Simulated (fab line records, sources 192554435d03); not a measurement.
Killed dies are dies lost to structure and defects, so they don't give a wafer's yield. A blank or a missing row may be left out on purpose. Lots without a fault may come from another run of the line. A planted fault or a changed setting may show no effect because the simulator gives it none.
Split-lot experiment | flow n5_finfet | 7 lots, 39 wafers read, on a route of 1938 steps

THE SPLIT
At N5_DUMMY_GATE_CVD_03 (deposits a-Si from SiH4, target thk 150 nm, time 8042 s), the setting target_thk_a was moved away from the recipe's 1500 angstrom on 30 of the 39 wafers read, by -11.5% to +12.5%. The other wafers ran this setting at the recipe's value.

The reading is taken at the split's own step.

THE READING
a-Si_of_DUMMY_GATE_CVD_03.thk_nm (the simulator's own value, which no gauge read), in nm, at N5_DUMMY_GATE_CVD_03 (deposits a-Si from SiH4, target thk 150 nm, time 8042 s). The file gives no usual value for it. The 9 wafers here that ran the recipe average 152.7 nm, standard deviation 0.65 nm.

wafer  | tool, chamber at the split | target_thk_a as run, angstrom | against the recipe | a-Si_of_DUMMY_GATE_CVD_03.thk_nm, nm | against lot-mates on the recipe
L075.1 | -, -                       | 1500                          | recipe             | 152.8                                | -
L075.3 | -, -                       | 1500                          | recipe             | 152.8                                | -
L075.5 | -, -                       | 1500                          | recipe             | 152.8                                | -
L075.2 | -, -                       | 1500                          | recipe             | 153.8                                | -
L075.4 | -, -                       | 1500                          | recipe             | 152.2                                | -
L075.6 | -, -                       | 1500                          | recipe             | 153.6                                | -
L078.1 | -, -                       | 1327                          | -11.5%             | 133.8                                | no lot-mate on the recipe
L078.2 | -, -                       | 1327                          | -11.5%             | 133                                  | no lot-mate on the recipe
L078.3 | -, -                       | 1327                          | -11.5%             | 132.4                                | no lot-mate on the recipe
L078.4 | -, -                       | 1327                          | -11.5%             | 133.2                                | no lot-mate on the recipe
L078.5 | -, -                       | 1327                          | -11.5%             | 134.2                                | no lot-mate on the recipe
L078.6 | -, -                       | 1327                          | -11.5%             | 133.6                                | no lot-mate on the recipe
L081.1 | -, -                       | 1688                          | +12.5%             | 168.8                                | no lot-mate on the recipe
L081.3 | -, -                       | 1688                          | +12.5%             | 168.8                                | no lot-mate on the recipe
L081.2 | -, -                       | 1688                          | +12.5%             | 169.8                                | no lot-mate on the recipe
L081.4 | -, -                       | 1688                          | +12.5%             | 169                                  | no lot-mate on the recipe
L081.5 | -, -                       | 1688                          | +12.5%             | 169.6                                | no lot-mate on the recipe
L081.6 | -, -                       | 1688                          | +12.5%             | 168.6                                | no lot-mate on the recipe
L082.1 | -, -                       | 1563                          | +4.2%              | 157.8                                | no lot-mate on the recipe
L082.2 | -, -                       | 1563                          | +4.2%              | 157.2                                | no lot-mate on the recipe
L082.6 | -, -                       | 1563                          | +4.2%              | 157.2                                | no lot-mate on the recipe
L082.3 | -, -                       | 1563                          | +4.2%              | 158                                  | no lot-mate on the recipe
L082.4 | -, -                       | 1563                          | +4.2%              | 156.8                                | no lot-mate on the recipe
L082.5 | -, -                       | 1563                          | +4.2%              | 157.6                                | no lot-mate on the recipe
L086.3 | lpcvd-01, 0/100            | 1500                          | recipe             | 151.8                                | -
L086.4 | lpcvd-01, 0/104            | 1500                          | recipe             | 152                                  | -
L086.6 | lpcvd-01, 0/114            | 1500                          | recipe             | 152.2                                | -
L089.1 | -, -                       | 1662                          | +10.8%             | 167.2                                | no lot-mate on the recipe
L089.3 | -, -                       | 1662                          | +10.8%             | 167.2                                | no lot-mate on the recipe
L089.2 | -, -                       | 1662                          | +10.8%             | 168.6                                | no lot-mate on the recipe
L089.4 | -, -                       | 1662                          | +10.8%             | 167.6                                | no lot-mate on the recipe
L089.5 | -, -                       | 1662                          | +10.8%             | 168.2                                | no lot-mate on the recipe
L089.6 | -, -                       | 1662                          | +10.8%             | 169.2                                | no lot-mate on the recipe
L091.1 | -, -                       | 1405                          | -6.3%              | 143                                  | no lot-mate on the recipe
L091.2 | -, -                       | 1405                          | -6.3%              | 142.6                                | no lot-mate on the recipe
L091.3 | -, -                       | 1405                          | -6.3%              | 143.4                                | no lot-mate on the recipe
L091.4 | -, -                       | 1405                          | -6.3%              | 141.2                                | no lot-mate on the recipe
L091.5 | -, -                       | 1405                          | -6.3%              | 140.8                                | no lot-mate on the recipe
L091.6 | -, -                       | 1405                          | -6.3%              | 141.8                                | no lot-mate on the recipe

THE FIT
A straight line over all 39 wafers: a-Si_of_DUMMY_GATE_CVD_03.thk_nm changes by +1.49 nm for each +1% of target_thk_a; r = +1.00; the points scatter about the line by 1.1 nm.
Too few moved wafers have a lot-mate on the recipe to fit a line with each lot's own level taken away.

THE FILE'S OWN FIT
a-Si_of_DUMMY_GATE_CVD_03.thk_nm changes by +1.49 nm for each +1% of target_thk_a, r = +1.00.
